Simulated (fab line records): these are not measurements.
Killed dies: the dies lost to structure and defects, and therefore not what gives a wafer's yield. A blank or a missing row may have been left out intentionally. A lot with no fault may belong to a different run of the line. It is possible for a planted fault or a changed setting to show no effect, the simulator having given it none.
fab line records	flow nand_harc
record lots=7	wafers=21	last_day=32
route steps=1302 shown P_M1@291 END@1302
lots that met no fault: from a run of the same line without faults
start_h: hours from the record's opening day to when the first of the lot's shown wafers began	wait_h: time in hours since the lot's previous step	" the same as in the row above	L1.1+2: several wafers, shown together as one row	- no value, or no start given	* or withheld: withheld	< > ~ a bound
route shown NAME@n: names a module that has steps shown in the file, with the first one's number in the route	usual: mean and standard deviation over wafers with no fault	same: alike in all rows	chamber/n: place in a boat	sites: per-site readings	_std_site: the standard deviation of these	_edge_site: the outer-site mean with the inner-site mean subtracted	radius_mm: for every site, how far away it sits from the centre of the wafer	mask NAME#n: copy n	behind: tool/chamber where the wafer was last shaped	hold: why the lot went on hold/how many hours it stayed there/how the hold came to an end	device: transistor that didn't switch, given as n, p or np	end of line: tests run on the same wafers once the route is complete	for a step that has no rows: nothing shown but its recipe	killed: the dies lost at the first sort to structure and to defects; this is not the yield of the wafer	map: shows each die of a wafer: x if killed, . if not, _ if none is there
set.NAME: the setting that was run; set.NAME@STEP: the one run at that earlier step	model.NAME: the simulator's own value behind a step, which no gauge read
certain route steps with their lots: each step a table, each wafer a row
services: the hour from which a tool's chamber was out of use, counted from the record's first day as start_h (under 0 if before that day), plus the number of hours and why
## steps
# step NHARC_P_M1_EBR_05
# step NHARC_P_M1_EXPOSE_06
# recipe na=1.35	target_cd_nm=130	dose_mj=81.88	mask_id=P_M1
# step NHARC_P_M1_PEB_07
# recipe peb_temp_c=100	peb_time_s=65
# step NHARC_P_M1_DEVELOP_08
# recipe develop_time_s=35	dev_temp_c=23
# step NHARC_P_M1_CD_MEAS_09
# recipe target_cd_nm=130	landing_energy_ev=500
# usual cd_nm=129.5/0.57
lot.wafer	tool	chamber	start_h	wait_h	cd_nm
L988.1	cd_sem-03	0	124.93	-	129.3
L988.5	"	0	"	"	129.3
L988.6	"	0	"	"	129.2
L990.1	cd_sem-02	0	149.07	-	129.4
L990.4	"	0	"	"	129.8
L990.6	"	0	"	"	129.8
L101.1	cd_sem-01	0	250.66	-	129.3
L101.5	"	0	"	"	130.1
L101.6	"	0	"	"	129.1
L103.1	cd_sem-03	0	272.53	-	128.4
L103.3	"	0	"	"	128.7
L103.6	"	0	"	"	128.1
L104.2	cd_sem-01	0	291.59	-	129.3
L104.3	"	0	"	"	129.1
L104.6	"	0	"	"	128.9
L106.2	cd_sem-01	0	300.80	-	129.3
L106.4	"	0	"	"	129.2
L106.6	"	0	"	"	129.6
L108.1	cd_sem-03	0	330.69	-	129.8
L108.5	"	0	"	"	129.5
L108.6	"	0	"	"	128.7
# step NHARC_P_M1_OVL_MEAS_10
# recipe pitch_nm=260
# usual overlay_x_nm=-0.1/0.86	overlay_y_nm=0.2/0.66
lot.wafer	tool	chamber	start_h	wait_h	overlay_x_nm	overlay_y_nm
L988.1	overlay-02	-	125.02	-	1.5	-0.5
L988.5	"	-	"	"	1.0	-0.5
L988.6	"	-	"	"	1.1	-0.4
L990.1	overlay-01	-	149.16	-	0.5	0.5
L990.4	"	-	"	"	0.3	0.3
L990.6	"	-	"	"	0.5	0.3
L101.1	overlay-02	-	250.75	-	-0.1	1.3
L101.5	"	-	"	"	0.8	1.1
L101.6	"	-	"	"	0.6	1.0
L103.1	overlay-02	-	272.62	-	-1.0	0.8
L103.3	"	-	"	"	-1.3	0.1
L103.6	"	-	"	"	-1.0	0.3
L104.2	overlay-01	-	291.68	-	0.2	0.2
L104.3	"	-	"	"	0.3	0.4
L104.6	"	-	"	"	0.9	0.0
L106.2	overlay-02	-	300.88	-	0.3	-0.2
L106.4	"	-	"	"	0.3	-0.5
L106.6	"	-	"	"	0.2	0.0
L108.1	overlay-02	-	330.78	-	-0.4	0.1
L108.5	"	-	"	"	0.3	0.0
L108.6	"	-	"	"	-0.2	0.3
# step NHARC_P_M1_INSPECT_11
# usual raw_defect_count=4.4/2.6
lot.wafer	tool	chamber	start_h	wait_h	raw_defect_count
L988.1	defect_inspect-01	-	125.06	0.0	5
L988.5	"	-	"	"	7
L988.6	"	-	"	"	8
L990.1	defect_inspect-02	-	149.19	0.0	5
L990.4	"	-	"	"	6
L990.6	"	-	"	"	7
L101.1	defect_inspect-02	-	250.79	0.0	10
L101.5	"	-	"	"	11
L101.6	"	-	"	"	10
L103.1	defect_inspect-01	-	272.65	0.0	7
L103.3	"	-	"	"	12
L103.6	"	-	"	"	8
L104.2	defect_inspect-02	-	291.71	0.0	4
L104.3	"	-	"	"	0
L104.6	"	-	"	"	4
L106.2	defect_inspect-01	-	300.92	0.0	4
L106.4	"	-	"	"	4
L106.6	"	-	"	"	2
L108.1	defect_inspect-01	-	330.81	0.0	4
L108.5	"	-	"	"	3
L108.6	"	-	"	"	3
# step NHARC_P_M1_DESCUM_14
# recipe time_s=3	o2_flow_sccm=200	ar_flow_sccm=0	bias_power_w=0	chemistry=O2
# usual chamber_pressure_mTorr=60.00/0.05	drypump_motor_current_A=5.8/0.5	oes_product_au=1.000/0.0096	rf_vpp_V=57.7/0.91	showerhead_plenum_p_Torr=1.90/0.075	throttle_valve_pct=11.310/0.0093
lot.wafer	tool	chamber	start_h	wait_h	chamber_pressure_mTorr	drypump_motor_current_A	oes_product_au	rf_hours_counter_h	rf_vpp_V	showerhead_plenum_p_Torr	throttle_valve_pct
L988.1	rie_diel-04	2	125.12	0.1	59.96	5.5	1.004	7	57.0	1.90	11.321
L988.5	"	2	"	"	59.91	5.5	0.999	-	58.7	1.90	11.309
L988.6	"	3	"	"	60.08	6.5	1.004	-	58.4	1.84	11.307
L990.1	rie_diel-04	3	149.26	0.1	59.93	6.5	1.003	9	56.8	1.84	11.301
L990.4	"	0	"	"	60.07	4.9	1.015	8	58.1	1.98	11.326
L990.6	"	2	"	"	60.06	5.5	0.998	-	57.5	1.90	11.296
L101.1	rie_diel-07	1	250.86	0.1	60.04	5.4	0.995	12	58.3	1.84	11.296
L101.6	"	0	"	"	59.97	6.0	0.999	-	56.7	1.84	11.303
L101.5	"	1	"	"	60.00	5.3	1.009	-	58.3	1.84	11.311
L103.1	rie_diel-07	2	272.72	0.1	60.00	5.6	0.986	14	58.3	1.85	11.312
L103.3	"	3	"	"	60.04	6.5	0.991	13	56.9	2.05	11.311
L103.6	"	1	"	"	59.95	5.4	1.007	-	57.0	1.84	11.308
L104.3	rie_diel-07	1	291.79	0.1	59.99	5.3	1.004	16	57.2	1.84	11.304
L104.2	"	2	"	"	59.98	5.6	1.000	15	58.6	1.85	11.309
L104.6	"	3	"	"	60.00	6.4	0.992	-	59.7	2.05	11.301
L106.2	rie_diel-04	0	300.99	0.1	60.03	4.9	1.008	6	59.7	1.98	11.317
L106.4	"	2	"	"	60.06	5.5	0.988	7	57.3	1.90	11.326
L106.6	"	0	"	"	59.92	4.9	0.996	-	58.8	1.98	11.307
L108.1	rie_diel-07	1	330.88	0.1	59.98	5.3	1.022	4	57.6	1.84	11.303
L108.5	"	0	"	"	60.00	6.0	1.001	-	57.2	1.84	11.292
L108.6	"	1	"	"	60.08	5.3	1.013	-	57.8	1.83	11.307
# step NHARC_P_M1_ETCH_35
# recipe target_depth_a=400	overetch_a=120	time_s=43.94	ion_energy_ev=200	n2_flow_sccm=150	h2_flow_sccm=150	ar_flow_sccm=0	rf_w=400	bias_w=150	chemistry=N2/H2
# usual chamber_pressure_mTorr=30.001/0.027	drypump_motor_current_A=5.7/0.51	h2_flow_sccm=150.0/0.45	oes_product_au=1.000/0.01	rf_vpp_V=430.2/2.5	run_length_s=65.3/0.52	showerhead_plenum_p_Torr=2.03/0.086	throttle_valve_pct=14.171/0.0091
lot.wafer	tool	chamber	start_h	wait_h	chamber_pressure_mTorr	drypump_motor_current_A	h2_flow_sccm	oes_product_au	rf_hours_counter_h	rf_vpp_V	run_length_s	showerhead_plenum_p_Torr	throttle_valve_pct
L988.1	rie_diel-04	0	125.22	0.1	29.994	4.9	150.1	1.016	6	432.2	66.3	2.11	14.176
L988.6	"	1	"	"	29.979	5.7	150.8	0.985	-	430.7	65.0	2.11	14.172
L988.5	"	2	"	"	30.040	5.5	150.1	1.000	-	430.0	65.0	2.02	14.155
L990.1	rie_diel-04	1	149.35	0.1	29.989	5.7	150.5	0.986	9	433.4	64.7	2.11	14.174
L990.4	"	2	"	"	30.004	5.5	151.2	0.991	9	431.6	65.1	2.02	14.158
L990.6	"	0	"	"	29.983	4.9	150.3	1.023	-	433.4	65.9	2.11	14.178
L101.1	rie_diel-07	0	250.93	0.1	30.017	6.0	149.9	0.991	12	429.5	65.2	1.96	14.181
L101.5	"	0	"	"	29.995	6.0	149.9	0.993	-	428.1	65.1	1.96	14.174
L101.6	"	1	"	"	30.047	5.3	149.7	1.009	-	428.1	65.7	1.96	14.171
L103.3	rie_diel-07	0	273.30	0.6	30.004	6.0	150.7	0.994	14	428.7	64.7	1.96	14.182
L103.1	"	3	"	"	29.995	6.5	149.2	1.001	13	433.7	65.6	2.19	14.177
L103.6	"	0	"	"	30.042	6.0	149.4	1.002	-	426.8	64.6	1.96	14.170
L104.3	rie_diel-07	1	291.86	0.1	30.002	5.3	149.2	1.009	16	427.9	65.5	1.96	14.154
L104.2	"	3	"	"	29.977	6.5	150.5	1.001	15	434.6	65.6	2.19	14.194
L104.6	"	2	"	"	29.980	5.6	150.5	0.999	-	429.4	65.5	1.97	14.167
L106.2	rie_diel-04	0	301.06	0.1	29.998	4.9	149.9	0.992	6	431.8	66.0	2.11	14.172
L106.4	"	3	"	"	29.986	6.5	149.6	0.991	6	427.1	64.9	1.95	14.174
L106.6	"	1	"	"	30.020	5.7	149.8	0.988	-	433.9	64.3	2.11	14.165
L108.1	rie_diel-07	1	330.97	0.1	30.052	5.4	149.1	1.011	4	426.1	65.6	1.95	14.155
L108.5	"	2	"	"	30.019	5.6	150.7	1.001	-	428.9	65.4	1.97	14.177
L108.6	"	3	"	"	29.971	6.5	150.0	1.022	-	433.9	65.6	2.19	14.166
# step NHARC_P_M1_ETCH_15
# recipe target_depth_a=1825	time_s=91.2	c4f8_flow_sccm=withheld	ar_flow_sccm=400	rf_w=600	bias_w=300	chemistry=C4F8/Ar
# usual chamber_pressure_mTorr=24.997/0.022	oes_product_au=0.955/0.022	rf_vpp_V=440.6/2.5	run_length_s=112.5/0.54
lot.wafer	tool	chamber	start_h	wait_h	chamber_pressure_mTorr	oes_product_au	rf_hours_counter_h	rf_vpp_V	run_length_s
L988.1	rie_diel-04	0	-	-	24.953	0.983	6	444.5	113.2
L988.5	"	3	"	"	25.008	0.956	-	438.9	111.8
L988.6	"	0	"	"	25.012	0.984	-	442.5	113.0
L990.4	rie_diel-04	3	-	-	24.985	0.939	9	438.2	111.9
L990.1	"	1	"	"	24.979	0.922	9	442.9	111.6
L990.6	"	3	"	"	25.001	0.941	-	438.3	111.6
L101.1	rie_diel-07	1	-	-	25.004	0.927	12	439.0	113.6
L101.6	"	2	"	"	24.999	0.924	-	439.1	112.6
L101.5	"	3	"	"	24.987	0.918	-	446.3	113.3
L103.1	rie_diel-07	3	-	-	24.977	0.923	13	445.5	112.7
L103.3	"	1	"	"	25.006	0.925	14	438.3	113.4
L103.6	"	3	"	"	25.037	0.917	-	445.2	112.8
L104.2	rie_diel-07	3	-	-	24.980	0.958	15	443.4	112.6
L104.3	"	2	"	"	25.008	0.975	15	440.3	112.4
L104.6	"	3	"	"	25.021	0.964	-	444.3	112.9
L106.2	rie_diel-04	1	-	-	24.964	0.967	6	442.6	111.7
L106.4	"	2	"	"	24.984	0.966	7	441.3	112.4
L106.6	"	2	"	"	25.000	0.968	-	440.5	112.8
L108.1	rie_diel-07	0	-	-	24.989	0.957	2	438.0	112.3
L108.6	"	1	"	"	24.980	0.972	-	439.4	112.7
L108.5	"	2	"	"	24.977	0.965	-	439.1	112.4
# step NHARC_P_M1_CD_MEAS_16
# usual cd_nm=129.2/0.84
lot.wafer	tool	chamber	start_h	wait_h	cd_nm
L988.1	cd_sem-02	-	125.42	-	129.5
L988.5	"	-	"	"	128.9
L988.6	"	-	"	"	129.2
L990.1	cd_sem-02	-	149.56	-	128.7
L990.4	"	-	"	"	128.5
L990.6	"	-	"	"	129.8
L101.1	cd_sem-01	-	251.15	-	128.9
L101.5	"	-	"	"	130.2
L101.6	"	-	"	"	128.9
L103.1	cd_sem-03	-	273.52	-	128.7
L103.3	"	-	"	"	127.4
L103.6	"	-	"	"	127.7
L104.2	cd_sem-03	-	292.08	-	128.6
L104.3	"	-	"	"	129.8
L104.6	"	-	"	"	127.4
L106.2	cd_sem-01	-	301.28	-	129.0
L106.4	"	-	"	"	128.5
L106.6	"	-	"	"	129.9
L108.1	cd_sem-02	-	331.18	-	130.4
L108.5	"	-	"	"	130.2
L108.6	"	-	"	"	128.8
# step NHARC_P_M1_STRIP_18
# recipe power_w=1000	n2_flow_sccm=150	h2_flow_sccm=150	ar_flow_sccm=0	bias_w=0	chemistry=N2/H2
# usual chamber_pressure_mTorr=30.003/0.026	drypump_motor_current_A=5.8/0.51	h2_flow_sccm=150.0/0.5	oes_product_au=1.000/0.0094	rf_vpp_V=90.5/1.1	showerhead_plenum_p_Torr=2.02/0.083	throttle_valve_pct=14.171/0.0088
lot.wafer	tool	chamber	start_h	wait_h	chamber_pressure_mTorr	drypump_motor_current_A	h2_flow_sccm	oes_product_au	rf_hours_counter_h	rf_vpp_V	showerhead_plenum_p_Torr	throttle_valve_pct
L988.1	rie_diel-04	2	125.58	0.2	30.009	5.5	149.2	0.986	7	90.9	2.02	14.163
L988.5	"	3	"	"	30.043	6.5	150.3	1.000	-	88.9	1.96	14.174
L988.6	"	0	"	"	29.993	4.9	150.2	1.012	-	91.2	2.11	14.170
L990.1	rie_diel-07	0	149.66	0.1	29.981	6.0	150.4	0.999	1	90.4	1.97	14.156
L990.4	"	2	"	"	30.049	5.5	150.6	0.979	2	91.1	1.98	14.176
L990.6	"	0	"	"	30.020	5.9	150.4	1.004	-	89.4	1.97	14.168
L101.1	rie_diel-04	3	251.25	0.1	30.038	6.5	149.4	0.989	4	91.1	1.96	14.180
L101.5	"	2	"	"	30.007	5.6	150.6	0.995	-	90.8	2.02	14.167
L101.6	"	3	"	"	30.034	6.5	150.2	0.982	-	90.0	1.95	14.181
L103.3	rie_diel-04	2	273.65	0.1	29.985	5.5	148.5	0.997	5	89.9	2.02	14.179
L103.1	"	3	"	"	30.034	6.5	150.1	1.006	5	88.5	1.95	14.167
L103.6	"	1	"	"	30.025	5.7	149.8	0.993	-	91.0	2.11	14.191
L104.2	rie_diel-04	2	292.15	0.1	29.983	5.5	150.2	0.987	7	90.1	2.02	14.162
L104.3	"	0	"	"	30.035	4.9	149.2	1.012	6	89.6	2.11	14.178
L104.6	"	3	"	"	30.008	6.5	150.5	1.008	-	90.7	1.95	14.169
L106.4	rie_diel-13	3	301.38	0.1	29.983	5.4	149.0	1.004	42	90.4	2.13	14.167
L106.2	"	0	"	"	30.015	6.2	150.6	0.996	47	92.2	2.04	14.172
L106.6	"	2	"	"	30.007	5.3	149.4	1.015	-	90.4	1.95	14.156
L108.1	rie_diel-07	0	331.33	0.1	29.997	6.0	150.2	0.995	2	89.2	1.96	14.173
L108.6	"	1	"	"	30.023	5.3	150.0	1.014	-	90.6	1.95	14.158
L108.5	"	2	"	"	30.029	5.5	149.3	0.998	-	91.0	1.97	14.156
# step NHARC_P_M1_ETCH_28
# recipe target_depth_a=300	over_etch_frac=0.3	time_s=72.99	ion_energy_ev=150	cf4_flow_sccm=50	n2_flow_sccm=100	ar_flow_sccm=150	rf_w=300	bias_w=100	chemistry=CF4/N2
# usual chamber_pressure_mTorr=29.995/0.027	drypump_motor_current_A=5.7/0.5	oes_product_au=0.998/0.01	rf_vpp_V=313.8/1.8	run_length_s=94.3/0.54	showerhead_plenum_p_Torr=2.61/0.098	throttle_valve_pct=19.794/0.0088
lot.wafer	tool	chamber	start_h	wait_h	chamber_pressure_mTorr	drypump_motor_current_A	oes_product_au	rf_hours_counter_h	rf_vpp_V	run_length_s	showerhead_plenum_p_Torr	throttle_valve_pct
L988.1	rie_diel-04	3	125.75	-	30.055	6.5	1.008	7	312.3	93.8	2.53	19.798
L988.6	"	1	"	"	29.958	5.7	0.982	-	316.2	94.0	2.71	19.800
L988.5	"	2	"	"	29.976	5.5	0.995	-	314.3	94.8	2.61	19.781
L990.1	rie_diel-07	1	149.89	-	29.953	5.3	1.013	2	312.5	94.7	2.53	19.806
L990.4	"	2	"	"	29.987	5.6	0.988	2	312.3	94.2	2.55	19.784
L990.6	"	0	"	"	29.999	6.0	0.999	-	313.9	93.8	2.54	19.803
L101.1	rie_diel-04	2	251.47	-	30.025	5.5	0.976	4	314.9	74.7	2.60	19.784
L101.6	"	1	"	"	29.974	5.7	0.986	-	315.3	74.3	2.71	19.790
L101.5	"	2	"	"	29.986	5.5	0.997	-	313.4	74.7	2.60	19.794
L103.3	rie_diel-04	3	273.84	-	29.979	6.5	0.984	5	310.9	74.2	2.53	19.792
L103.1	"	0	"	"	30.018	4.9	0.999	4	313.8	75.6	2.71	19.801
L103.6	"	3	"	"	29.935	6.5	1.005	-	313.0	74.6	2.53	19.791
L104.3	rie_diel-04	0	292.44	-	30.018	4.9	1.008	6	316.1	75.6	2.71	19.788
L104.2	"	3	"	"	29.990	6.5	1.005	6	313.3	74.4	2.52	19.812
L104.6	"	0	"	"	29.988	4.9	1.007	-	315.6	75.6	2.71	19.797
L106.2	rie_diel-13	0	301.60	-	29.971	6.2	0.998	47	314.4	95.1	2.62	19.798
L106.4	"	2	"	"	29.989	5.3	1.000	40	312.9	94.2	2.52	19.800
L106.6	"	3	"	"	29.988	5.4	1.000	-	316.5	94.2	2.73	19.793
L108.1	rie_diel-07	0	331.51	-	29.988	6.0	1.000	2	313.4	93.8	2.53	19.797
L108.5	"	1	"	"	30.026	5.3	1.012	-	311.1	95.0	2.52	19.799
L108.6	"	2	"	"	29.934	5.5	1.003	-	312.4	94.3	2.54	19.791
# step NHARC_P_M1_STRIP_19
# recipe time_s=600	temp_c=30	chemistry=post_etch_residue_remover
# step NHARC_END_SORT_01
# recipe temp_c=25
# usual defect_limited_yield=91.4/2.7	killed_at_array=53/18	killed_at_other=1.0/1.2	killed_at_periphery=3.6/2.4	killed_dies=58/18	killed_open=3.4/1.8	killed_short=2.3/1.5	sort_bin_2_pct=3.1/1.2	sort_bin_3_pct=0.7/0.39	sort_bin_4_pct=4.8/1.6	sort_n_pass=619/18	sort_rim_yield_pct=88/4.1	sort_yield_pct=91.4/2.7
# same gross_dies=677	sort_bin_5_pct[%]=0	sort_bin_6_pct[%]=0	sort_bin_7_pct[%]=0	sort_bin_8_pct[%]=0	sort_rim_n_gross=106.00
lot.wafer	tool	chamber	start_h	wait_h	defect_limited_yield[%]	killed_at_array	killed_at_other	killed_at_periphery	killed_dies	killed_open	killed_short	sort_bin_2_pct[%]	sort_bin_3_pct[%]	sort_bin_4_pct[%]	sort_n_pass	sort_rim_yield_pct[%]	sort_yield_pct[%]
L988.1	prober-02	0	571.55	2.5	96.3	19	1	5	25	3	3	0.9	0.6	2.2	652	94	96.3
L988.5	prober-02	0	574.81	3.8	97.0	13	1	6	20	2	1	0.4	0.1	2.4	657	93	97.0
L988.6	prober-02	0	575.63	4.1	96.3	18	2	5	25	5	0	0.7	0.1	2.8	652	92	96.3
L101.1	prober-02	0	683.76	2.5	87.3	75	4	7	86	5	2	4.1	0.6	8.0	591	92	87.3
L101.5	prober-02	0	686.95	3.7	89.7	59	2	9	70	2	1	4.0	0.7	5.6	607	92	89.7
L101.6	prober-02	0	687.75	4.0	88.8	59	5	12	76	3	1	3.4	0.9	6.9	601	82	88.8
L103.1	prober-02	0	716.93	2.5	91.7	51	0	5	56	3	1	2.1	0.6	5.6	621	93	91.7
L103.3	prober-02	0	718.53	3.1	88.6	70	0	7	77	4	2	4.6	0.7	6.1	600	90	88.6
L103.6	prober-02	0	720.93	4.0	90.3	56	2	8	66	5	3	2.7	0.7	6.4	611	85	90.3
L104.2	prober-01	0	733.74	2.8	93.9	37	1	3	41	2	2	3.1	0.1	2.8	636	88	93.9
L104.3	prober-01	0	734.56	3.1	91.1	35	2	23	60	1	0	5.6	0.4	2.8	617	73	91.1
L104.6	prober-01	0	737.01	4.1	93.9	32	2	7	41	3	1	3.4	0.1	2.5	636	89	93.9
L106.2	prober-02	0	741.60	2.8	88.3	75	1	3	79	6	1	4.9	0.7	6.1	598	81	88.3
L106.4	prober-02	0	743.20	3.4	89.1	68	1	5	74	9	2	3.7	1.0	6.2	603	82	89.1
L106.6	prober-02	0	744.81	4.0	89.4	71	0	1	72	3	3	4.1	0.6	5.9	605	84	89.4
# killed by level:class
L988.1 A_CHANNEL_HOLE_D2:chamber_film_flake=6 P_GATE:chamber_film_flake=3 A_WL_FILL:geometric_particle:short=2 A_ZERO_WELL:chamber_film_flake=2 A_CHANNEL_FILL_D1:geometric_particle:open=1 A_ONON_D2:geometric_particle:open=1 A_CHANNEL_FILL_D2:geometric_particle:short=1 A_CHANNEL_FILL_D2:geometric_particle:open=1
L988.5 A_CHANNEL_HOLE_D2:chamber_film_flake=4 P_STI:chamber_film_flake=3 A_STAIRCASE:chamber_film_flake=3 P_GATE:chamber_film_flake=2 A_CHANNEL_HOLE_D1:chamber_film_flake=2 A_DECK1_JOINT:geometric_particle:short=1 A_DECK1_JOINT:geometric_particle:open=1 A_CHANNEL_FILL_D2:geometric_particle:open=1
L988.6 A_CHANNEL_HOLE_D2:chamber_film_flake=6 A_STAIRCASE:chamber_film_flake=4 P_M0:geometric_particle:open=2 A_CHANNEL_HOLE_D1:chamber_film_flake=2 THIN_TSV:chamber_film_flake=2 A_CHANNEL_FILL_D1:geometric_particle:open=1 A_ONON_D2:geometric_particle:open=1 A_CHANNEL_FILL_D2:geometric_particle:open=1
L101.1 A_CHANNEL_HOLE_D1:chamber_film_flake=41 A_CHANNEL_HOLE_D2:chamber_film_flake=13 A_SLIT:chamber_film_flake=7 THIN_TSV:chamber_film_flake=4 P_GATE:chamber_film_flake=3 A_CHANNEL_FILL_D2:chamber_film_flake=3 A_ONON_D1:geometric_particle:short=2 A_WL_FILL:geometric_particle:open=2
L101.5 A_CHANNEL_HOLE_D1:chamber_film_flake=35 A_CHANNEL_HOLE_D2:chamber_film_flake=11 A_CONTACT:chamber_film_flake=4 P_STI:chamber_film_flake=3 P_M0:chamber_film_flake=2 A_SLIT:chamber_film_flake=2 A_CHANNEL_FILL_D2:chamber_film_flake=2 A_WL_FILL:chamber_film_flake=2
L101.6 A_CHANNEL_HOLE_D1:chamber_film_flake=28 A_CHANNEL_HOLE_D2:chamber_film_flake=10 A_CONTACT:chamber_film_flake=6 THIN_TSV:chamber_film_flake=5 P_M1:area_etch=5 A_SLIT:chamber_film_flake=4 P_GATE:chamber_film_flake=3 A_CHANNEL_FILL_D2:chamber_film_flake=3
L103.1 A_CHANNEL_HOLE_D1:chamber_film_flake=24 A_CHANNEL_HOLE_D2:chamber_film_flake=11 A_SLIT:chamber_film_flake=5 A_STAIRCASE:chamber_film_flake=4 P_M0:geometric_particle:short=1 A_ONON_D1:geometric_particle:open=1 A_CHANNEL_FILL_D2:geometric_particle:open=1 A_M1:geometric_particle:open=1
L103.3 A_CHANNEL_HOLE_D1:chamber_film_flake=36 A_CHANNEL_HOLE_D2:chamber_film_flake=13 A_SLIT:chamber_film_flake=9 P_CONTACT:chamber_film_flake=3 P_ZERO_WELL:chamber_film_flake=2 A_CHANNEL_FILL_D1:geometric_particle:short=1 A_CHANNEL_FILL_D1:geometric_particle:open=1 A_DECK1_JOINT:geometric_particle:open=1
L103.6 A_CHANNEL_HOLE_D1:chamber_film_flake=22 A_CHANNEL_HOLE_D2:chamber_film_flake=14 A_SLIT:chamber_film_flake=6 P_CONTACT:chamber_film_flake=5 P_GATE:chamber_film_flake=2 A_CHANNEL_FILL_D2:chamber_film_flake=2 A_STAIRCASE:chamber_film_flake=2 A_BONDPAD:chamber_film_flake=2
L104.2 A_SLIT:chamber_film_flake=20 A_CHANNEL_HOLE_D1:chamber_film_flake=5 A_CHANNEL_FILL_D2:chamber_film_flake=3 P_GATE:chamber_film_flake=2 A_CHANNEL_FILL_D1:chamber_film_flake=2 A_CONTACT:chamber_film_flake=2 A_CHANNEL_HOLE_D1:geometric_particle:short=1 A_DECK1_JOINT:geometric_particle:open=1
L104.3 P_M1:area_etch=22 A_SLIT:chamber_film_flake=20 A_CHANNEL_HOLE_D1:chamber_film_flake=4 A_CHANNEL_FILL_D2:chamber_film_flake=3 A_CONTACT:chamber_film_flake=3 A_STAIRCASE:chamber_film_flake=2 THIN_TSV:chamber_film_flake=2 P_M0:geometric_particle:open=1
L104.6 A_SLIT:chamber_film_flake=13 P_M1:area_etch=7 A_CHANNEL_HOLE_D1:chamber_film_flake=5 A_CHANNEL_FILL_D2:chamber_film_flake=5 A_CONTACT:chamber_film_flake=3 THIN_TSV:chamber_film_flake=2 A_CHANNEL_HOLE_D2:geometric_particle:open=1 A_CHANNEL_FILL_D2:geometric_particle:open=1
L106.2 A_CHANNEL_HOLE_D1:chamber_film_flake=34 A_SLIT:chamber_film_flake=20 A_CONTACT:chamber_film_flake=7 A_STAIRCASE:chamber_film_flake=6 A_ONON_D1:geometric_particle:open=2 A_CHANNEL_FILL_D1:geometric_particle:open=2 P_M0:geometric_particle:open=1 A_ONON_D2:geometric_particle:open=1
L106.4 A_CHANNEL_HOLE_D1:chamber_film_flake=23 A_SLIT:chamber_film_flake=22 A_CONTACT:chamber_film_flake=6 A_STAIRCASE:chamber_film_flake=4 A_CHANNEL_FILL_D2:chamber_film_flake=3 A_CHANNEL_FILL_D1:geometric_particle:open=2 A_M0:geometric_particle:open=2 P_GATE:chamber_film_flake=2
L106.6 A_CHANNEL_HOLE_D1:chamber_film_flake=29 A_SLIT:chamber_film_flake=22 A_STAIRCASE:chamber_film_flake=5 A_CHANNEL_FILL_D2:chamber_film_flake=3 A_CONTACT:chamber_film_flake=3 A_DECK1_JOINT:chamber_film_flake=2 A_CHANNEL_FILL_D1:geometric_particle:open=1 A_ONON_D2:geometric_particle:short=1
## services
tool	chamber	start_h	hours	kind
rie_diel-07	0	101.86	3.0	repair
rie_diel-04	0	107.90	-	clean
rie_diel-04	1	107.90	-	clean
rie_diel-04	2	107.90	-	clean
rie_diel-04	3	107.90	-	clean
rie_diel-07	-	117.30	9.0	pm
rie_diel-04	0	132.57	-	clean
rie_diel-04	1	132.57	-	clean
rie_diel-04	2	132.57	-	clean
rie_diel-04	3	132.57	-	clean
rie_diel-07	3	136.23	8.5	repair
rie_diel-13	3	154.79	10.9	repair
rie_diel-13	2	160.84	3.0	repair
rie_diel-13	-	165.03	9.0	pm
rie_diel-04	-	177.91	9.0	pm
rie_diel-13	2	196.67	6.1	repair
rie_diel-13	1	216.15	3.1	repair
rie_diel-07	1	251.76	3.7	repair
rie_diel-13	2	257.45	5.0	repair
rie_diel-04	1	259.50	9.0	repair
rie_diel-13	3	274.77	7.7	repair
rie_diel-04	1	289.33	2.8	repair
rie_diel-07	-	294.33	9.0	pm
rie_diel-13	3	327.11	7.0	repair
## key
first_sign step=NHARC_P_M1_ETCH_28	reading=run_length_s	direction=down	sigmas=36	usual=*	struck=*
effect step=NHARC_END_SORT_01	reading=killed_at_periphery	direction=up	sigmas=2.2	usual=3.6	struck=9	wafers_moved=3
met_at NHARC_P_M1_ETCH_28
struck_wafers L101.1,L101.5,L101.6,L103.1,L103.3,L103.6,L104.2,L104.3,L104.6
onset_between 125.75 251.47
fault kind=process_parameter_drift	tool=rie_diel-04	chamber=-	onset_h=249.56	steps=NHARC_P_M1_ETCH_28	channel=time_s	offset=*	shape=step	end_h=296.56	acts_in=*	stated=*
